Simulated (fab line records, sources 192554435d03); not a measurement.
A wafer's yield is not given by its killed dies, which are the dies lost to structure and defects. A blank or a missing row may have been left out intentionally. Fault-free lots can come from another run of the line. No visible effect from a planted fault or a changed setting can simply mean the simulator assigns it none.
fab line records	flow n5Finfet
[record] lots = 5	wafers = 15	lastDay = 17
route steps=1938 shown FIN_SAQP@134 BEOL_M4@1111 PASSIVATION@1936
lots untouched by any fault: they come from a run of this same line in which no faults occurred
startH: start of the lot's first displayed wafer, in hours after the record's first day	waitH: how many hours have passed since the lot's step before this one	" as in the row above	L1.1+2: a row that stands for several wafers	- no value, or no start given	* or withheld: withheld	< > ~ a bound
route shown NAME@n: NAME is a module with steps in the file, n the number in the route of the first one	usual: mean/standard deviation taken from wafers without a fault	same: alike in all rows	chamber/n: place in a boat	sites: per-site readings	_std_site: standard deviation across them	_edge_site: mean of outer sites minus mean of inner sites	radiusMm: for every site, how far away it sits from the centre of the wafer	mask NAME#n: copy n	behind: the tool/chamber that last shaped the wafer	hold: the reason the lot was held/the length of the hold in hours/how it ended	device: the n, p or np transistor that did not switch	end of line: the tests these same wafers got at the end of their route	where a step has no rows: the recipe by itself	killed: dies that structure and defects cost at the first sort, which is not the same as the wafer's yield	map: a wafer's dies, x killed, . not, _ none there
set.NAME: the run value of the setting; set.NAME@STEP: its run value at that earlier step	model.NAME: the simulator's own value behind a step, which no gauge read
lots at some steps of the route; a table a step, a row a wafer
services: the hour from which a tool's chamber was out of use, counted from the record's first day as startH (under 0 if before that day), plus the number of hours and why
[[steps]]
[step N5_FIN_SAQP_ETCH_69]
[recipe] chemistry = N2/H2	target = SOC	targetDepthA = 1500	stopOn = SiNx	ionEnergyEv = 100	biasW = 61	pressureMtorr = 30	sourceW = 850	n2FlowSccm = 200	h2FlowSccm = 200
[step N5_FIN_SAQP_ETCH_67]
[recipe] chemistry = CH3F/O2	target = SiNx	targetDepthA = 300	maskMaterial = SOC	pressureMtorr = 30	sourceW = 395	biasW = 73	Ar_flow_sccm = 150	CH3F_flow_sccm = 30	O2_flow_sccm = 20	ionEnergyEv = 120
[step N5_FIN_SAQP_STRIP_70]
[recipe] chemistry = N2/H2	powerW = 500	tempC = 40	pressureMtorr = 50	rfFrequencyHz = 6e+07	overashFraction = 0.3	biasPowerW = 28	h2Frac = 0.5	n2FlowSccm = 300	h2FlowSccm = 300
[step N5_FIN_SAQP_RECESS_71]
[recipe] chemistry = HF/NH3	target = SiO2	targetDepthA = 30	afsCycles = 1	tempC = 30	sublimationTempC = 180	sublimationTimeS = 60
[step N5_FIN_SAQP_SPACER2_ALD_28]
[recipe] material = SiO2	targetThkA = 81	tempC = 300	aldPrecursorFamily = BDEAS	aldCoReactant = O2-plasma	pulseTimeS = 1	purgeTimeS = 2	coReactantPurgeTimeS = 2	pressureTorr = 2
[step N5_FIN_SAQP_SPACER2_ETCHBACK_29]
[recipe] chemistry = CHF3/O2	mode = anisotropicEtchback	target = SiO2	targetDepthA = 122	timeS = 6.1	pressureMtorr = 30	sourceW = 650	biasW = 170	Ar_flow_sccm = 200	CHF3_flow_sccm = 50	O2_flow_sccm = 5	ionEnergyEv = 200
[step N5_FIN_SAQP_MANDREL2_REMOVE_60]
[recipe] chemistry = HBr/Cl2/O2	btTimeS = 10	target = a-Si	stopOn = SiNx	endpoint = OES-SiCl	overEtchFrac = 1	icpW = 600	biasW = 22	HBr_flow_sccm = 150	Cl2_flow_sccm = 80	O2_flow_sccm = 5	pressureMtorr = 10
[step N5_FIN_SAQP_HM_OPEN_33]
[recipe] chemistry = CH3F/O2	target = SiNx	maskMaterial = SiO2	targetDepthA = 494	timeS = 70.6	pressureMtorr = 30	sourceW = 395	biasW = 73	Ar_flow_sccm = 150	CH3F_flow_sccm = 30	O2_flow_sccm = 20	ionEnergyEv = 120	ends = cleared
[step N5_FIN_SAQP_ETCH_34]
[recipe] chemistry = C4F6/O2	target = SiO2	targetDepthA = 450	timeS = 15	ionEnergyEv = 250	pressureMtorr = 30	sourceW = 345	biasW = 185	Ar_flow_sccm = 300	C4F6_flow_sccm = 10	O2_flow_sccm = 10	ends = cleared
[step N5_FIN_SAQP_STRIP_77]
[recipe] chemistry = N2/H2	timeS = 90	powerW = 100	tempC = 40	pressureMtorr = 100	rfFrequencyHz = 6e+07	biasPowerW = 3	n2FlowSccm = 300	h2FlowSccm = 300
[step N5_FIN_SAQP_ETCH_64]
[recipe] chemistry = CF4	target = SiO2	targetDepthA = 15	ionEnergyEv = 350	pressureMtorr = 10	icpW = 800	biasW = 400	cf4FlowSccm = 80
[usual] biasW = 399.9/1.2	cf4FlowSccm = 80.00/0.27	drypumpMotorCurrentA = 5.6/0.53	oesProductAu = 0.995/0.018	throttleValvePct = 21.7/0.32
lot.wafer	tool	chamber	startH	waitH	biasW	cf4FlowSccm	drypumpMotorCurrentA	oesProductAu	rfHoursCounterH	throttleValvePct	model.SiNx_of_FIN_SAQP_HM_DEP_03.thkNm
L882.1	rieSi-02	2	46.05	0.0	400.1	80.08	6.4	0.997	116	21.6	32.2
L882.5	"	3	"	"	401.3	79.80	5.8	0.974	-	21.1	32.2
L882.6	"	2	"	"	400.7	80.34	6.4	0.999	-	21.6	31.2
L890.1	rieSi-05	3	101.33	0.0	-	-	-	-	-	-	34
L890.2	"	2	"	"	-	-	-	-	-	-	34.2
L890.3	"	0	"	"	-	-	-	-	-	-	34
L891.1	rieSi-05	0	102.90	0.0	-	-	-	-	-	-	34.8
L891.3	"	3	"	"	-	-	-	-	-	-	34.2
L891.5	"	0	"	"	-	-	-	-	-	-	35.2
L892.4	rieSi-02	1	106.31	0.0	-	-	-	-	-	-	34.4
L892.5	"	3	"	"	-	-	-	-	-	-	33.6
L892.6	"	0	"	"	-	-	-	-	-	-	34.4
L899.4	rieSi-05	3	148.12	0.0	401.1	80.11	5.3	0.991	126	21.8	33.4
L899.5	"	2	"	"	398.4	80.19	6.4	0.989	-	22.0	33
L899.6	"	3	"	"	401.4	80.27	5.4	0.985	-	21.8	33.2
[step N5_FIN_SAQP_FIN_ETCH_36]
[recipe] chemistry = HBr/Cl2/O2	targetDepthA = 1200	maskMaterial = SiNx	timeS = 50.4	biasW = 102	pressureMtorr = 10	icpW = 800	HBr_flow_sccm = 150	Cl2_flow_sccm = 80	O2_flow_sccm = 12
[step N5_FIN_SAQP_PRECLEAN_38]
[recipe] chemistry = O3/DIW	timeS = 45	tempC = 22	o3Ppm = 10
[step N5_FIN_SAQP_PRECLEAN_45]
[recipe] chemistry = dHF	timeS = 10	dilution = 500:1	tempC = 25
lot.wafer	tool	chamber	startH	waitH	model.SiNx_of_FIN_SAQP_HM_DEP_03.thkNm
L882.1	wetBench-03	5	46.24	0.0	20.6
L882.5	"	0	"	"	21.2
L882.6	"	6	"	"	19.6
L890.1	wetBench-06	1	101.52	0.0	22.8
L890.2	"	6	"	"	23
L890.3	"	3	"	"	22
L891.1	wetBench-06	5	103.10	0.0	23
L891.3	"	6	"	"	22.8
L891.5	"	0	"	"	23.4
L892.4	wetBench-04	7	106.49	0.0	22.8
L892.5	"	0	"	"	22.6
L892.6	"	6	"	"	23.2
L899.4	wetBench-04	4	148.32	0.0	22.2
L899.5+6	"	5,1	"	"	21.8
[step N5_FIN_SAQP_SRD_39]
[recipe] dry = ipaMarangoni	timeS = 30	tempC = 23	rinseLiquid = diw
[step N5_BEOL_M4_RC_MEAS_101]
[usual] DIBL_N = 36.4/2	DIBL_P = 36.1/2.5	IOFF_N = 0.16/0.037	IOFF_P = 0.20/0.038	ION_N = 670/13	ION_P = 459/8.3	SS_N = 71.6/0.69	SS_P = 73.3/0.72	VT_N = 250/3.4	VT_P = -251/3.1
lot.wafer	tool	chamber	startH	waitH	DIBL_N[mV/V]	DIBL_P[mV/V]	IOFF_N[nA/um]	IOFF_P[nA/um]	ION_N[uA/um]	ION_P[uA/um]	SS_N[mV/dec]	SS_P[mV/dec]	VT_N[mV]	VT_P[mV]
L882.1	prober-01	0	179.60	0.0	37.3	38.3	0.18	0.23	678	467	72.2	73.5	248	-250
L882.5	"	0	"	"	34.1	33.5	0.12	0.15	664	450	71.7	71.8	256	-255
L882.6	"	0	"	"	36.7	37.6	0.17	0.21	687	472	72.4	73.6	248	-253
L899.4	prober-02	0	297.95	0.5	36.6	36.7	0.17	0.24	676	463	71.5	73.4	250	-249
L899.5	"	0	"	"	34.8	34.1	0.14	0.18	662	452	71.3	72.0	252	-249
L899.6	"	0	"	"	35.6	34.6	0.15	0.19	668	456	71.9	72.2	253	-253
[step N5_PASSIVATION_PROBE_49]
[usual] killed_at_M0_to_M3 = 34/11	killed_at_M4_up = 13/5.2	killedAtContacts = 13/6.3	killedAtFrontEnd = 40/14	killedAtOther = 3.2/2.4	killedDies = 104/19	killedOnRim = 14/4.2	killedOpen = 69/14	killedShort = 32/7.5
[same] grossDies = 1180	killedAtBackSide = 0
lot.wafer	tool	chamber	startH	waitH	killed_at_M0_to_M3	killed_at_M4_up	killedAtContacts	killedAtFrontEnd	killedAtOther	killedDies	killedOnRim	killedOpen	killedShort
L882.1	prober-01	-	287.42	0.0	39	19	10	32	0	100	10	65	35
L882.5	prober-01	-	287.62	0.2	28	15	25	37	3	108	16	75	33
L882.6	prober-01	-	287.67	0.3	34	7	25	43	0	109	18	79	27
L891.1	prober-02	-	335.66	0.0	31	11	8	1124	6	1180	152	52	32
L891.3	prober-02	-	335.76	0.1	41	10	2	1124	3	1180	152	60	31
L891.5	prober-02	-	335.86	0.2	41	16	6	1114	3	1180	152	79	26
L892.4	prober-02	-	349.87	0.2	36	15	17	1107	5	1180	152	70	27
L892.5	prober-02	-	349.92	0.2	27	13	18	1119	3	1180	152	63	27
L892.6	prober-02	-	349.97	0.3	17	6	10	1145	2	1180	152	48	23
L890.1	prober-02	-	358.47	0.0	38	18	12	1112	0	1180	152	79	38
L890.2	prober-02	-	358.52	0.1	23	13	18	1125	1	1180	152	61	24
L890.3	prober-02	-	358.57	0.1	28	9	7	1136	0	1180	152	47	26
L899.4	prober-02	-	400.61	0.2	46	12	6	40	3	107	21	68	37
L899.5	prober-02	-	400.66	0.2	33	11	14	32	0	90	11	56	29
L899.6	prober-02	-	400.71	0.3	45	8	21	48	0	122	22	77	43
// killed by level:class
L882.1 BEOL_M4:geometricParticle:open=10 BEOL_M0_SAQP:geometricParticle:short=10 MOL_CONTACT_COAG:geometricParticle:open=8 FIN_SAQP:geometricParticle:short=6 BEOL_M1:geometricParticle:open=6 BEOL_M3:geometricParticle:open=6 DUMMY_GATE:geometricParticle:open=5 BEOL_M2:geometricParticle:open=5
L882.5 MOL_CONTACT_COAG:geometricParticle:open=21 BEOL_M2:geometricParticle:open=11 STI_FIN_REVEAL:geometricParticle:open=9 GATE_CUT:geometricParticle:short=8 BEOL_M0_SAQP:geometricParticle:short=6 FIN_SAQP:geometricParticle:short=5 BEOL_M4:geometricParticle:open=5 FIN_SAQP:geometricParticle:open=4
L882.6 MOL_CONTACT_COAG:geometricParticle:open=20 FIN_SAQP:geometricParticle:open=14 STI_FIN_REVEAL:geometricParticle:open=9 BEOL_M0_SAQP:geometricParticle:open=9 FIN_SAQP:geometricParticle:short=6 BEOL_M1:geometricParticle:open=6 MOL_CONTACT_COAG:geometricParticle:short=5 BEOL_M0_SAQP:geometricParticle:short=5
L891.1 FIN_SAQP:areaEtch=1096 BEOL_M0_SAQP:geometricParticle:open=11 FIN_SAQP:geometricParticle:open=8 BEOL_M0_SAQP:geometricParticle:short=7 STARTING-WAFER:geometricParticle:open=5 MOL_CONTACT_COAG:geometricParticle:open=4 MOL_CONTACT_COAG:geometricParticle:short=4 BEOL_M3:geometricParticle:open=4
L891.3 FIN_SAQP:areaEtch=1088 BEOL_M2:geometricParticle:open=11 STI_FIN_REVEAL:geometricParticle:open=7 BEOL_M0_SAQP:geometricParticle:short=7 DUMMY_GATE:geometricParticle:open=6 BEOL_M3:geometricParticle:open=6 FIN_SAQP:geometricParticle:open=4 BEOL_M0_SAQP:geometricParticle:open=4
L891.5 FIN_SAQP:areaEtch=1075 FIN_SAQP:geometricParticle:open=14 BEOL_M3:geometricParticle:open=13 BEOL_M2:geometricParticle:open=12 FIN_SAQP:geometricParticle:short=9 STI_FIN_REVEAL:geometricParticle:open=8 BEOL_M0_SAQP:geometricParticle:open=8 BEOL_M0_SAQP:geometricParticle:short=6
L892.4 FIN_SAQP:areaEtch=1080 MOL_CONTACT_COAG:geometricParticle:open=14 BEOL_M2:geometricParticle:open=10 FIN_SAQP:geometricParticle:open=9 BEOL_M4:geometricParticle:open=7 BEOL_M1:geometricParticle:open=6 BEOL_M0_SAQP:geometricParticle:short=5 STI_FIN_REVEAL:geometricParticle:open=4
L892.5 FIN_SAQP:areaEtch=1090 MOL_CONTACT_COAG:geometricParticle:open=17 BEOL_M2:geometricParticle:open=8 BEOL_M4:geometricParticle:open=8 BEOL_M0_SAQP:geometricParticle:open=6 STI_FIN_REVEAL:geometricParticle:open=4 STI_FIN_REVEAL:geometricParticle:short=4 ILD0:geometricParticle:short=4
L892.6 FIN_SAQP:areaEtch=1109 MOL_CONTACT_COAG:geometricParticle:open=8 BEOL_M2:geometricParticle:open=7 FIN_SAQP:geometricParticle:open=5 FIN_SAQP:geometricParticle:short=4 STI_FIN_REVEAL:geometricParticle:open=4 DUMMY_GATE:geometricParticle:open=4 BEOL_M3:geometricParticle:open=4
L890.1 FIN_SAQP:areaEtch=1063 STI_FIN_REVEAL:geometricParticle:open=16 BEOL_M0_SAQP:geometricParticle:open=10 MOL_CONTACT_COAG:geometricParticle:open=9 BEOL_M0_SAQP:geometricParticle:short=7 BEOL_M1:geometricParticle:open=7 FIN_SAQP:geometricParticle:short=6 BEOL_M2:geometricParticle:open=5
L890.2 FIN_SAQP:areaEtch=1095 MOL_CONTACT_COAG:geometricParticle:open=15 BEOL_M0_SAQP:geometricParticle:short=7 DUMMY_GATE:geometricParticle:open=6 FIN_SAQP:geometricParticle:open=5 STI_FIN_REVEAL:geometricParticle:open=5 BEOL_M4:geometricParticle:open=5 BEOL_M6:geometricParticle:open=5
L890.3 FIN_SAQP:areaEtch=1107 BEOL_M0_SAQP:geometricParticle:short=10 BEOL_M0_SAQP:geometricParticle:open=10 STI_FIN_REVEAL:geometricParticle:open=8 MOL_CONTACT_COAG:geometricParticle:open=6 FIN_SAQP:geometricParticle:short=4 DUMMY_GATE:geometricParticle:open=4 BEOL_M3:geometricParticle:open=4
L899.4 BEOL_M2:geometricParticle:open=11 BEOL_M0_SAQP:geometricParticle:open=8 STI_FIN_REVEAL:geometricParticle:open=7 FIN_SAQP:geometricParticle:open=6 GATE_CUT:geometricParticle:short=6 BEOL_M3:geometricParticle:open=6 MOL_CONTACT_COAG:geometricParticle:open=5 BEOL_M0_SAQP:geometricParticle:short=5
L899.5 BEOL_M2:geometricParticle:open=12 STI_FIN_REVEAL:geometricParticle:open=9 MOL_CONTACT_COAG:geometricParticle:open=8 MOL_CONTACT_COAG:geometricParticle:short=6 BEOL_M1:geometricParticle:open=6 BEOL_M3:geometricParticle:open=4 FIN_SAQP:geometricParticle:short=3 SPACER0:geometricParticle:short=3
L899.6 MOL_CONTACT_COAG:geometricParticle:open=17 STI_FIN_REVEAL:geometricParticle:open=14 BEOL_M2:geometricParticle:open=9 BEOL_M3:geometricParticle:short=9 BEOL_M0_SAQP:geometricParticle:short=8 BEOL_M0_SAQP:geometricParticle:open=7 STI_FIN_REVEAL:geometricParticle:short=5 STARTING-WAFER:geometricParticle:open=5
// map L890.1 (x killed, . not)
_________________xxxxxxxxxxxx________________
______________xxxxxxxxxxxxxxxxxx_____________
___________xxxxxxxxxxxxxxxxxxxxxxxx__________
__________xxxxxxxxxxxxxxxxxxxxxxxxxx_________
________xxxxxxxxxxxxxxxxxxxxxxxxxxxxxx_______
_______xxxxxxxxxxxxxxxxxxxxxxxxxxxxxxxx______
______xxxxxxxxxxxxxxxxxxxxxxxxxxxxxxxxxx_____
_____xxxxxxxxxxxxxxxxxxxxxxxxxxxxxxxxxxxx____
____xxxxxxxxxxxxxxxxxxxxxxxxxxxxxxxxxxxxxx___
___xxxxxxxxxxxxxxxxxxxxxxxxxxxxxxxxxxxxxxxx__
___xxxxxxxxxxxxxxxxxxxxxxxxxxxxxxxxxxxxxxxx__
__xxxxxxxxxxxxxxxxxxxxxxxxxxxxxxxxxxxxxxxxxx_
__xxxxxxxxxxxxxxxxxxxxxxxxxxxxxxxxxxxxxxxxxx_
_xxxxxxxxxxxxxxxxxxxxxxxxxxxxxxxxxxxxxxxxxxxx
_xxxxxxxxxxxxxxxxxxxxxxxxxxxxxxxxxxxxxxxxxxxx
_xxxxxxxxxxxxxxxxxxxxxxxxxxxxxxxxxxxxxxxxxxxx
_xxxxxxxxxxxxxxxxxxxxxxxxxxxxxxxxxxxxxxxxxxxx
_xxxxxxxxxxxxxxxxxxxxxxxxxxxxxxxxxxxxxxxxxxxx
_xxxxxxxxxxxxxxxxxxxxxxxxxxxxxxxxxxxxxxxxxxxx
_xxxxxxxxxxxxxxxxxxxxxxxxxxxxxxxxxxxxxxxxxxxx
_xxxxxxxxxxxxxxxxxxxxxxxxxxxxxxxxxxxxxxxxxxxx
__xxxxxxxxxxxxxxxxxxxxxxxxxxxxxxxxxxxxxxxxxx_
__xxxxxxxxxxxxxxxxxxxxxxxxxxxxxxxxxxxxxxxxxx_
___xxxxxxxxxxxxxxxxxxxxxxxxxxxxxxxxxxxxxxxx__
___xxxxxxxxxxxxxxxxxxxxxxxxxxxxxxxxxxxxxxxx__
____xxxxxxxxxxxxxxxxxxxxxxxxxxxxxxxxxxxxxx___
_____xxxxxxxxxxxxxxxxxxxxxxxxxxxxxxxxxxxx____
______xxxxxxxxxxxxxxxxxxxxxxxxxxxxxxxxxx_____
_______xxxxxxxxxxxxxxxxxxxxxxxxxxxxxxxx______
________xxxxxxxxxxxxxxxxxxxxxxxxxxxxxx_______
__________xxxxxxxxxxxxxxxxxxxxxxxxxx_________
___________xxxxxxxxxxxxxxxxxxxxxxxx__________
______________xxxxxxxxxxxxxxxxxx_____________
_________________xxxxxxxxxxxx________________
// map L891.1 (x killed, . not)
_________________xxxxxxxxxxxx________________
______________xxxxxxxxxxxxxxxxxx_____________
___________xxxxxxxxxxxxxxxxxxxxxxxx__________
__________xxxxxxxxxxxxxxxxxxxxxxxxxx_________
________xxxxxxxxxxxxxxxxxxxxxxxxxxxxxx_______
_______xxxxxxxxxxxxxxxxxxxxxxxxxxxxxxxx______
______xxxxxxxxxxxxxxxxxxxxxxxxxxxxxxxxxx_____
_____xxxxxxxxxxxxxxxxxxxxxxxxxxxxxxxxxxxx____
____xxxxxxxxxxxxxxxxxxxxxxxxxxxxxxxxxxxxxx___
___xxxxxxxxxxxxxxxxxxxxxxxxxxxxxxxxxxxxxxxx__
___xxxxxxxxxxxxxxxxxxxxxxxxxxxxxxxxxxxxxxxx__
__xxxxxxxxxxxxxxxxxxxxxxxxxxxxxxxxxxxxxxxxxx_
__xxxxxxxxxxxxxxxxxxxxxxxxxxxxxxxxxxxxxxxxxx_
_xxxxxxxxxxxxxxxxxxxxxxxxxxxxxxxxxxxxxxxxxxxx
_xxxxxxxxxxxxxxxxxxxxxxxxxxxxxxxxxxxxxxxxxxxx
_xxxxxxxxxxxxxxxxxxxxxxxxxxxxxxxxxxxxxxxxxxxx
_xxxxxxxxxxxxxxxxxxxxxxxxxxxxxxxxxxxxxxxxxxxx
_xxxxxxxxxxxxxxxxxxxxxxxxxxxxxxxxxxxxxxxxxxxx
_xxxxxxxxxxxxxxxxxxxxxxxxxxxxxxxxxxxxxxxxxxxx
_xxxxxxxxxxxxxxxxxxxxxxxxxxxxxxxxxxxxxxxxxxxx
_xxxxxxxxxxxxxxxxxxxxxxxxxxxxxxxxxxxxxxxxxxxx
__xxxxxxxxxxxxxxxxxxxxxxxxxxxxxxxxxxxxxxxxxx_
__xxxxxxxxxxxxxxxxxxxxxxxxxxxxxxxxxxxxxxxxxx_
___xxxxxxxxxxxxxxxxxxxxxxxxxxxxxxxxxxxxxxxx__
___xxxxxxxxxxxxxxxxxxxxxxxxxxxxxxxxxxxxxxxx__
____xxxxxxxxxxxxxxxxxxxxxxxxxxxxxxxxxxxxxx___
_____xxxxxxxxxxxxxxxxxxxxxxxxxxxxxxxxxxxx____
______xxxxxxxxxxxxxxxxxxxxxxxxxxxxxxxxxx_____
_______xxxxxxxxxxxxxxxxxxxxxxxxxxxxxxxx______
________xxxxxxxxxxxxxxxxxxxxxxxxxxxxxx_______
__________xxxxxxxxxxxxxxxxxxxxxxxxxx_________
___________xxxxxxxxxxxxxxxxxxxxxxxx__________
______________xxxxxxxxxxxxxxxxxx_____________
_________________xxxxxxxxxxxx________________
[[services]]
tool	chamber	startH	hours	kind
rieSi-02	2	38.22	5.3	repair
rieSi-02	2	105.70	4.0	repair
rieSi-05	-	107.59	2.8	pm
rieSi-05	1	140.86	2.5	repair
[[key]]
[firstSign] step = N5_FIN_SAQP_ETCH_64	reading = toolRecord	direction = missing
[effect] step = N5_PASSIVATION_PROBE_49	reading = killedAtFrontEnd	direction = up	sigmas = 80	usual = 40	struck = 1123
[modelEffect] step = N5_FIN_SAQP_ETCH_64	value = SiNx_of_FIN_SAQP_HM_DEP_03.thkNm	without = 32.44	struck = 34.31
[modelEffect] step = N5_FIN_SAQP_PRECLEAN_45	value = SiNx_of_FIN_SAQP_HM_DEP_03.thkNm	without = 20.98	struck = 22.84
[moreKillsBornAt] N5_FIN_SAQP_ETCH_64@rieSi-05 = 6524	N5_FIN_SAQP_ETCH_64@rieSi-02 = 3279
metAt N5_FIN_SAQP_ETCH_64
struckWafers L890.1,L890.2,L890.3,L891.1,L891.3,L891.5,L892.4,L892.5,L892.6
laterRowsLeftOut L890.1,L890.2,L890.3,L891.1,L891.3,L891.5,L892.4,L892.5,L892.6
testerLeftOut L890,L891,L892
onsetBetween 46.05 101.33
[fault] kind = skippedStepWhole	tool = rieSi-02,rieSi-05	chamber = -	onsetH = 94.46	steps = N5_FIN_SAQP_ETCH_64	scope = struckLotsOnly
// testerLeftOut: of these lots the tester's yield and bins aren't shown, on N5 and GAA mostly nor the transistor test; their killed dies are dies lost to structure and defects alone, not to doping, threshold or leakage, so they don't give the yield
// laterRowsLeftOut: the simulator's readings of these wafers behind a module that went badly wrong aren't trusted and aren't shown, but for the sort
